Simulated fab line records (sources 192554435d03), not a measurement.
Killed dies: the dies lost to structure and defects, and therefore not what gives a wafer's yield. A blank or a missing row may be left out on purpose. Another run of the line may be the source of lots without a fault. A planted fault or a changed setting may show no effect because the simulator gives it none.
fab line records	flow n5Finfet
[record] lots = 7	wafers = 21
route steps=1938 shown BEOL_M9@1417 BEOL_M10@1488 BEOL_M11@1536
startH: the number of hours between the record's first day and the start of the first shown wafer of the lot	waitH: how many hours have passed since the lot's step before this one	" same as the row above	L1.1+2: several wafers, shown together as one row	- no value, or no start given	* or withheld: withheld	< > ~ a bound
route shown NAME@n: a module of which the file shows steps, and the number in the route of the first	usual: mean and standard deviation over wafers with no fault	same: alike in all rows	chamber/n: place in a boat	sites: each site's reading	_std_site: their standard deviation	_edge_site: inner sites' mean taken away from outer sites' mean	radiusMm: for every site, how far away it sits from the centre of the wafer	mask NAME#n: copy n	behind: the last tool/chamber to shape the wafer	hold: reason for holding the lot/hours on hold/outcome of the hold	device: transistor that didn't switch, given as n, p or np	end of line: the same wafers' tests at the end of the route	step lacking rows: just its recipe	killed: dies that structure and defects cost at the first sort, which is not the same as the wafer's yield	map: a wafer's dies, marking killed ones x, the rest . and places with no die _
set.NAME: the setting as run; set.NAME@STEP: as run at that earlier step	model.NAME: the simulator's own value behind a step, which no gauge read
lots whose settings were changed on purpose; a table a step, a row a wafer
[[steps]]
[step N5_BEOL_M9_DESCUM_16]
[recipe] chemistry = O2	timeS = 7.9	sourcePowerW = 50	biasPowerW = 20	pressureMtorr = 20	rfFrequencyHz = 2.712e+07	tempC = 40	resist = CAR-ArF	o2FlowSccm = 225
lot.wafer	tool	chamber	startH	waitH	set.timeS	model.CAR-ArF_of_BEOL_M9_COAT_05.thkNm
L074.1	rieDiel-05	1	245.57	0.2	7.9	83.6
L074.3	"	3	"	"	8.55	82.8
L074.5	"	3	"	"	7.9	83.8
L080.2	rieDiel-02	2	265.58	0.0	7.9	83.4
L080.5	"	1	"	"	6.823	84.6
L080.6	"	0	"	"	7.9	83.8
L083.1	rieDiel-02	1	292.99	0.1	7.9	83
L083.2+5	"	3,0	"	"	7.9	83.2
L086.3	rieDiel-04	0	296.41	0.0	7.9	83.6
L086.4	"	2	"	"	9.102	82.4
L086.6	"	1	"	"	9.102	82.8
L091.1+2+5	rieDiel-02	3,1,3	336.87	0.1	7.9	83.4
L093.3	rieDiel-02	1	344.66	0.7	7.9	83.8
L093.5	"	0	"	"	9.347	82.8
L093.6	"	1	"	"	7.9	83.6
L097.3+4	rieDiel-04	3,0	370.90	0.3	7.9	83.8
L097.6	"	3	"	"	7.9	84
[step N5_BEOL_M9_ETCH_61]
[recipe] chemistry = CF4	target = SiARC	targetDepthA = 390	maskMaterial = CAR-ArF	timeS = 65	ionEnergyEv = 80	pressureMtorr = 40	sourceW = 545	biasW = 36	Ar_flow_sccm = 100	cf4FlowSccm = 100	ends = cleared
lot.wafer	tool	chamber	startH	waitH	set.timeS@BEOL_M9_DESCUM_16	model.CAR-ArF_of_BEOL_M9_COAT_05.thkNm
L074.1	rieDiel-05	1	245.61	0.0	7.9	55.6
L074.3	"	3	"	"	8.55	54.8
L074.5	"	3	"	"	7.9	55.8
L080.2	rieDiel-02	2	265.61	0.0	7.9	55.4
L080.5	"	1	"	"	6.823	56.6
L080.6	"	0	"	"	7.9	56
L083.1+2	rieDiel-02	1,3	293.02	0.0	7.9	55.2
L083.5	"	0	"	"	7.9	55.4
L086.3	rieDiel-04	0	296.45	0.0	7.9	55.6
L086.4	"	2	"	"	9.102	54.6
L086.6	"	1	"	"	9.102	54.8
L091.1+2+5	rieDiel-02	3,1,3	336.91	0.0	7.9	55.4
L093.3	rieDiel-02	1	344.70	0.0	7.9	55.8
L093.5	"	0	"	"	9.347	54.8
L093.6	"	1	"	"	7.9	55.6
L097.3	rieDiel-04	3	370.93	0.0	7.9	55.6
L097.4	"	0	"	"	7.9	55.8
L097.6	"	3	"	"	7.9	56
[step N5_BEOL_M9_ETCH_62]
[recipe] chemistry = N2/H2	target = SOC	targetDepthA = 1100	overetchA = 220	maskMaterial = SiARC	tempC = 40	timeS = 165	ionEnergyEv = 200	pressureMtorr = 30	sourceW = 840	biasW = 150	n2FlowSccm = 200	h2FlowSccm = 200
[step N5_BEOL_M9_STRIP_68]
[recipe] chemistry = N2/H2	tempC = 40	n2FlowSccm = 200	h2FlowSccm = 200	rfFrequencyHz = 6e+07
[step N5_BEOL_M9_STRIP_67]
[recipe] chemistry = CF4	resist = SiARC	powerW = 300	biasPowerW = 75	pressureMtorr = 50	cf4FlowSccm = 150	rfFrequencyHz = 6e+07
[step N5_BEOL_M9_HM_OPEN_17]
[recipe] chemistry = Cl2/BCl3	targetDepthA = 200	overetchA = 60	target = TiN	maskMaterial = SOC	ionEnergyEv = 150	pressureMtorr = 10	icpW = 1000	biasW = 126	Cl2_flow_sccm = 53.25	bcl3FlowSccm = 21.75	Ar_flow_sccm = 25
lot.wafer	tool	chamber	startH	waitH	set.targetThkA@BEOL_M9_HM_DEP_02	model.etch.depthNm
L074.1	rieMetal-03	0	245.84	0.0	200	20.02
L074.3	"	0	"	"	191.2	19.32
L074.5	"	1	"	"	191.2	19.25
L080.2	rieMetal-02	1	265.85	0.0	218.1	21.79
L080.5	"	0	"	"	200	20.17
L080.6	"	1	"	"	200	20.1
L083.1	rieMetal-02	1	293.26	0.0	200	19.98
L083.2	"	0	"	"	200	19.92
L083.5	"	1	"	"	200	19.94
L086.3	rieMetal-02	1	296.73	0.1	185.5	18.5
L086.4	"	0	"	"	200	19.95
L086.6	"	0	"	"	185.5	18.46
L091.1	rieMetal-03	1	337.15	0.0	175.7	17.88
L091.2	"	0	"	"	200	20.33
L091.5	"	1	"	"	200	20.11
L093.3	rieMetal-03	1	344.96	0.1	175.3	17.92
L093.5	"	0	"	"	200	20.2
L093.6	"	1	"	"	175.3	17.6
L097.3+6	rieMetal-02	0	371.20	0.1	200	20.08
L097.4	"	1	"	"	200	20.04
[step N5_BEOL_M9_STRIP_19]
[recipe] chemistry = O2	powerW = 400	tempC = 40	pressureMtorr = 30	rfFrequencyHz = 6e+07	biasPowerW = 0	overashFraction = 0.2	o2FlowSccm = 225
[step N5_BEOL_M9_STRIP_73]
[recipe] chemistry = C4F6/O2	resist = SiARC	rfFrequencyHz = 6e+07
[step N5_BEOL_M9_STRIP_36]
[recipe] chemistry = N2/H2	powerW = 450	tempC = 40	pressureMtorr = 20	rfFrequencyHz = 6e+07	overashFraction = 0.3	biasPowerW = 7	h2Frac = 0.5	n2FlowSccm = 200	h2FlowSccm = 200
[step N5_BEOL_M9_TRENCH_ETCH_37]
[recipe] chemistry = C4F6/O2	targetDepthA = 1514.3	target = SiCOH_lowk	timeS = 49	ionEnergyEv = 250	pressureMtorr = 30	sourceW = 345	biasW = 185	Ar_flow_sccm = 300	C4F6_flow_sccm = 10	O2_flow_sccm = 10
lot.wafer	tool	chamber	startH	waitH	set.targetThkA@BEOL_M9_HM_DEP_02	model.TiN_of_BEOL_M9_HM_DEP_02.thkNm
L074.1	rieDiel-04	0	-	-	200	16
L074.3+5	"	3,0	"	"	191.2	15.2
L080.2	rieDiel-05	3	-	-	218.1	17.6
L080.5+6	"	2,1	"	"	200	16
L083.1+2	rieDiel-04	1,0	-	-	200	15.8
L083.5	"	0	"	"	200	16
L086.3	rieDiel-04	0	-	-	185.5	14.4
L086.4	"	2	"	"	200	15.6
L086.6	"	2	"	"	185.5	14.2
L091.1	rieDiel-04	1	-	-	175.7	13.8
L091.2+5	"	3,1	"	"	200	16
L093.3	rieDiel-04	0	-	-	175.3	14
L093.5	"	0	"	"	200	16.2
L093.6	"	3	"	"	175.3	13.4
L097.3	rieDiel-04	0	-	-	200	16.2
L097.4	"	1	"	"	200	16
L097.6	"	2	"	"	200	15.8
[step N5_BEOL_M10_ETCH_62]
[recipe] chemistry = N2/H2	target = SOC	targetDepthA = 1100	overetchA = 220	maskMaterial = SiARC	tempC = 40	timeS = 165	ionEnergyEv = 200	pressureMtorr = 30	sourceW = 840	biasW = 150	n2FlowSccm = 200	h2FlowSccm = 200
lot.wafer	tool	chamber	startH	waitH	set.timeS
L074.1+3+5	rieDiel-06	1,0,0	254.13	0.0	165
L080.2+6	rieDiel-01	0	271.80	0.0	174.3
L080.5	"	1	"	"	165
L083.1+2	rieDiel-03	1,0	304.86	0.0	165
L083.5	"	3	"	"	186.1
L086.3+6	rieDiel-01	3,2	305.29	0.0	165
L086.4	"	0	"	"	182.7
L091.1+2+5	rieDiel-01	2,1,2	344.59	0.0	165
L093.3+5+6	rieDiel-06	0,1,0	351.85	0.0	165
L097.3+4+6	rieDiel-03	3,2,0	379.06	0.0	165
[step N5_BEOL_M10_STRIP_68]
[recipe] chemistry = N2/H2	tempC = 40	n2FlowSccm = 200	h2FlowSccm = 200	rfFrequencyHz = 6e+07
[step N5_BEOL_M10_STRIP_67]
[recipe] chemistry = CF4	resist = SiARC	powerW = 300	biasPowerW = 75	pressureMtorr = 50	cf4FlowSccm = 150	rfFrequencyHz = 6e+07
[step N5_BEOL_M10_HM_OPEN_17]
[recipe] chemistry = Cl2/BCl3	targetDepthA = 200	overetchA = 60	target = TiN	maskMaterial = SOC	ionEnergyEv = 150	pressureMtorr = 10	icpW = 1000	biasW = 126	Cl2_flow_sccm = 53.25	bcl3FlowSccm = 21.75	Ar_flow_sccm = 25
lot.wafer	tool	chamber	startH	waitH	set.timeS@BEOL_M10_ETCH_62	model.etch.depthNm
L074.1	rieMetal-02	0	254.31	0.0	165	20.13
L074.3	"	1	"	"	165	19.95
L074.5	"	1	"	"	165	19.84
L080.2	rieMetal-03	0	271.99	0.0	174.3	19.29
L080.5	"	1	"	"	165	19.88
L080.6	"	0	"	"	174.3	19.06
L083.1	rieMetal-03	1	305.05	0.0	165	20.43
L083.2	"	0	"	"	165	20.14
L083.5	"	1	"	"	186.1	18.33
L086.3+6	rieMetal-03	0	305.50	0.1	165	19.88
L086.4	"	1	"	"	182.7	17.59
L091.1	rieMetal-01	1	344.78	0.0	165	20.1
L091.2	"	0	"	"	165	20
L091.5	"	0	"	"	165	19.96
L093.3	rieMetal-03	0	352.07	0.1	165	19.94
L093.5	"	1	"	"	165	19.95
L093.6	"	0	"	"	165	20.01
L097.3	rieMetal-01	1	379.27	0.1	165	20.02
L097.4	"	0	"	"	165	20.06
L097.6	"	1	"	"	165	19.99
[step N5_BEOL_M10_COAT_64]
[recipe] resist = SiARC	tempC = 220	timeS = 60	spinRpm = 1500	resistThkNm = 30
lot.wafer	tool	chamber	startH	waitH	set.spinRpm	model.SiARC_of_BEOL_M10_COAT_64.thkNm
L074.1	lithoTrack-05	0	-	-	1352	31.8
L074.3	"	0	"	"	1500	30.2
L074.5	"	0	"	"	1352	31.6
L080.2+6	lithoTrack-03	0	-	-	1500	30
L080.5	"	0	"	"	1572	29.4
L086.3+4+6	lithoTrack-01	0	-	-	1500	30.2
L083.1	lithoTrack-05	0	-	-	1500	29.8
L083.2	"	0	"	"	1565	29.2
L083.5	"	0	"	"	1500	30
L091.1+5	lithoTrack-01	0	-	-	1422	30.8
L091.2	"	0	"	"	1500	30
L093.3+5+6	lithoTrack-05	0	-	-	1500	30
L097.3+4+6	lithoTrack-03	0	-	-	1500	30.2
[step N5_BEOL_M10_COAT_22]
[recipe] resist = CAR-ArF	spinRpm = 1500	resistThkNm = 90
[step N5_BEOL_M10_EBR_24]
[recipe] solvent = PGMEA	ebrWidthMm = 1.5
[step N5_BEOL_M10_DESCUM_33]
[recipe] chemistry = O2	timeS = 7.9	sourcePowerW = 50	biasPowerW = 20	pressureMtorr = 20	rfFrequencyHz = 2.712e+07	tempC = 40	resist = CAR-ArF	o2FlowSccm = 225
[step N5_BEOL_M10_ETCH_65]
[recipe] chemistry = CF4	target = SiARC	targetDepthA = 390	maskMaterial = CAR-ArF	timeS = 65	ionEnergyEv = 80	pressureMtorr = 40	sourceW = 545	biasW = 36	Ar_flow_sccm = 100	cf4FlowSccm = 100	ends = cleared
[usual] etchRfOnTimeS = 64.7/1.5
lot.wafer	tool	chamber	startH	waitH	set.spinRpm@BEOL_M10_COAT_64	etchRfOnTimeS	model.etch.depthNm	model.CAR-ArF_of_BEOL_M10_COAT_22.thkNm
L074.1	rieDiel-03	2	257.98	0.0	1352	70.7	31.71	53.8
L074.3	"	0	"	"	1500	64.8	30.12	55.4
L074.5	"	2	"	"	1352	70.1	31.69	54
L080.2	rieDiel-06	1	274.14	0.0	1500	62.8	29.99	55.6
L080.5	"	1	"	"	1572	61.1	29.34	56.2
L080.6	"	0	"	"	1500	64.1	30.03	55.8
L086.3	rieDiel-03	1	309.39	0.0	1500	64.4	30.21	54.8
L086.4	"	2	"	"	1500	67.7	30.2	55.2
L086.6	"	0	"	"	1500	66.2	30.12	55
L083.1	rieDiel-06	3	309.55	0.0	1500	63.6	29.88	55.6
L083.2	"	2	"	"	1565	61.7	29.27	56.6
L083.5	"	0	"	"	1500	64.4	29.97	55.8
L091.1	rieDiel-06	2	347.51	0.0	1422	65.7	30.82	55.2
L091.2	"	1	"	"	1500	63.1	30.05	56
L091.5	"	3	"	"	1422	65.7	30.87	55.2
L093.3	rieDiel-06	0	355.43	0.0	1500	64.6	29.96	56.2
L093.5	"	2	"	"	1500	63.9	30.02	55.6
L093.6	"	3	"	"	1500	64.5	30.01	55.8
L097.3	rieDiel-01	1	381.71	0.0	1500	66.6	30.14	55.6
L097.4	"	3	"	"	1500	64.3	30.16	55.6
L097.6	"	1	"	"	1500	67.1	30.12	55.8
[step N5_BEOL_M10_ETCH_66]
[recipe] chemistry = N2/H2	target = SOC	targetDepthA = 1200	overetchA = 240	maskMaterial = SiARC	tempC = 40	timeS = 180	ionEnergyEv = 200	pressureMtorr = 30	sourceW = 840	biasW = 150	n2FlowSccm = 200	h2FlowSccm = 200
lot.wafer	tool	chamber	startH	waitH	set.spinRpm@BEOL_M10_COAT_64	model.SiARC_of_BEOL_M10_COAT_64.thkNm
L074.1+5	rieDiel-03	2	258.03	0.0	1352	24.4
L074.3	"	0	"	"	1500	22.6
L080.2	rieDiel-06	1	274.19	0.0	1500	22.4
L080.5	"	1	"	"	1572	21.8
L080.6	"	0	"	"	1500	22.8
L086.3+4+6	rieDiel-03	1,2,0	309.44	0.0	1500	22.8
L083.1	rieDiel-06	3	309.60	0.0	1500	22.4
L083.2	"	2	"	"	1565	21.6
L083.5	"	0	"	"	1500	22.6
L091.1	rieDiel-06	2	347.56	0.0	1422	23
L091.2	"	1	"	"	1500	22.4
L091.5	"	3	"	"	1422	23.4
L093.3+6	rieDiel-06	0,3	355.48	0.0	1500	22.6
L093.5	"	2	"	"	1500	22.4
L097.3+6	rieDiel-01	1	381.76	0.0	1500	23
L097.4	"	3	"	"	1500	22.8
[step N5_BEOL_M11_ILD_DEP_00]
[recipe] material = SiCOH_lowk	targetThkA = 3085.1	tempC = 300	precursor = DEMS/porogen	pressureTorr = 5	rfW = 500	timeS = 58
lot.wafer	tool	chamber	startH	waitH	set.timeS	model.SiCOH_lowk_of_BEOL_M11_ILD_DEP_00.thkNm
L074.1	pecvd-02	1	262.33	0.0	58	309.6
L074.3	"	2	"	"	58	303.2
L074.5	"	0	"	"	66.19	359.4
L080.2	pecvd-04	2	277.34	0.0	58	304.8
L080.5	"	0	"	"	58	316.8
L080.6	"	1	"	"	58	316.6
L086.3	pecvd-04	0	312.75	0.1	66.13	352.6
L086.4	"	1	"	"	58	310.6
L086.6	"	0	"	"	66.13	351.6
L083.1	pecvd-02	0	313.01	0.0	58	300.4
L083.2	"	2	"	"	50.58	259.4
L083.5	"	2	"	"	50.58	264.6
L091.1	pecvd-04	1	351.37	0.0	54.41	296.6
L091.2	"	2	"	"	54.41	292.2
L091.5	"	2	"	"	58	317.6
L093.3	pecvd-02	1	359.98	0.0	52.38	273
L093.5	"	1	"	"	52.38	277.4
L093.6	"	2	"	"	58	307.6
L097.3	pecvd-01	0	385.03	0.0	58	304.8
L097.4	"	0	"	"	58	308.8
L097.6	"	2	"	"	58	309.6
[step N5_BEOL_M11_CURE_71]
[recipe] tempC = 385	timeS = 240	ambient = He/Ar	material = SiCOH_lowk
lot.wafer	tool	chamber	startH	waitH	set.timeS@BEOL_M11_ILD_DEP_00	model.SiCOH_lowk_of_BEOL_M11_ILD_DEP_00.thkNm
L074.1	uvCure-01	0	262.46	0.1	58	269
L074.3	"	0	"	"	58	263.4
L074.5	"	0	"	"	66.19	313
L080.2	uvCure-03	2	277.50	0.1	58	264.8
L080.5	"	2	"	"	58	275.4
L080.6	"	2	"	"	58	275.2
L086.3	uvCure-03	1	312.99	0.2	66.13	307
L086.4	"	1	"	"	58	269.8
L086.6	"	1	"	"	66.13	306.2
L083.1	uvCure-01	2	313.08	0.0	58	260.8
L083.2	"	2	"	"	50.58	224.6
L083.5	"	2	"	"	50.58	229.2
L091.1	uvCure-02	0	351.53	0.1	54.41	257.6
L091.2	"	0	"	"	54.41	253.6
L091.5	"	0	"	"	58	276
L093.3	uvCure-01	2	360.22	0.2	52.38	236.6
L093.5	"	2	"	"	52.38	240.6
L093.6	"	2	"	"	58	267.2
L097.3	uvCure-02	0	385.54	0.5	58	264.8
L097.4	"	0	"	"	58	268.2
L097.6	"	0	"	"	58	269
[step N5_BEOL_M11_THK_MEAS_01]
[recipe] reads = SiCOH_lowk_of_BEOL_M11_ILD_DEP_00
[usual] M11_ILD_THK = 268/4.2
lot.wafer	tool	chamber	startH	waitH	set.timeS@BEOL_M11_ILD_DEP_00	M11_ILD_THK[nm]
L074.1	filmMetro-01	-	262.97	0.4	58	269
L074.3	"	-	"	"	58	263
L074.5	"	-	"	"	66.19	313
L080.2	filmMetro-01	-	277.93	0.4	58	265
L080.5	"	-	"	"	58	275
L080.6	"	-	"	"	58	275
L086.3	filmMetro-01	-	313.34	0.3	66.13	307
L086.4	"	-	"	"	58	270
L086.6	"	-	"	"	66.13	306
L083.1	filmMetro-01	-	313.60	0.4	58	261
L083.2	"	-	"	"	50.58	224
L083.5	"	-	"	"	50.58	229
L091.1	filmMetro-01	-	352.04	0.4	54.41	257
L091.2	"	-	"	"	54.41	253
L091.5	"	-	"	"	58	276
L093.3	filmMetro-02	-	360.58	0.3	52.38	237
L093.5	"	-	"	"	52.38	241
L093.6	"	-	"	"	58	267
L097.3	filmMetro-01	-	385.89	0.3	58	265
L097.4	"	-	"	"	58	268
L097.6	"	-	"	"	58	269
[[key]]
[split] step = N5_BEOL_M9_DESCUM_16	setting = timeS	stated = 7.9	by = wafer
[response] step = N5_BEOL_M9_DESCUM_16	reading = model.CAR-ArF_of_BEOL_M9_COAT_05.thkNm	change = -0.0643	per = 1%	r = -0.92
[response] step = N5_BEOL_M9_ETCH_61	reading = model.CAR-ArF_of_BEOL_M9_COAT_05.thkNm	change = -0.0608	per = 1%	r = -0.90
[split] step = N5_BEOL_M10_ETCH_62	setting = timeS	stated = 165	by = wafer
[response] step = N5_BEOL_M10_HM_OPEN_17	reading = model.etch.depthNm	change = -0.173	per = 1%	r = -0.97
[split] step = N5_BEOL_M10_COAT_64	setting = spinRpm	stated = 1500	by = wafer
[response] step = N5_BEOL_M10_COAT_64	reading = model.SiARC_of_BEOL_M10_COAT_64.thkNm	change = -0.15	per = 1%	r = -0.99
[response] step = N5_BEOL_M10_ETCH_65	reading = etchRfOnTimeS	change = *	per = 1%	r = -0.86
[response] step = N5_BEOL_M10_ETCH_65	reading = model.etch.depthNm	change = -0.155	per = 1%	r = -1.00
[response] step = N5_BEOL_M10_ETCH_65	reading = model.CAR-ArF_of_BEOL_M10_COAT_22.thkNm	change = +0.152	per = 1%	r = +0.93
[response] step = N5_BEOL_M10_ETCH_66	reading = model.SiARC_of_BEOL_M10_COAT_64.thkNm	change = -0.178	per = 1%	r = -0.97
[split] step = N5_BEOL_M11_ILD_DEP_00	setting = timeS	stated = 58	by = wafer
[response] step = N5_BEOL_M11_ILD_DEP_00	reading = model.SiCOH_lowk_of_BEOL_M11_ILD_DEP_00.thkNm	change = +3.29	per = 1%	r = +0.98
[response] step = N5_BEOL_M11_CURE_71	reading = model.SiCOH_lowk_of_BEOL_M11_ILD_DEP_00.thkNm	change = +2.91	per = 1%	r = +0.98
[response] step = N5_BEOL_M11_THK_MEAS_01	reading = M11_ILD_THK	change = +2.92	per = 1%	r = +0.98
split outsideThisFile step=N5_BEOL_M9_HM_DEP_02 setting=targetThkA
// split outsideThisFile: this setting was split too, and the file shows its column; the key of that split is in another file
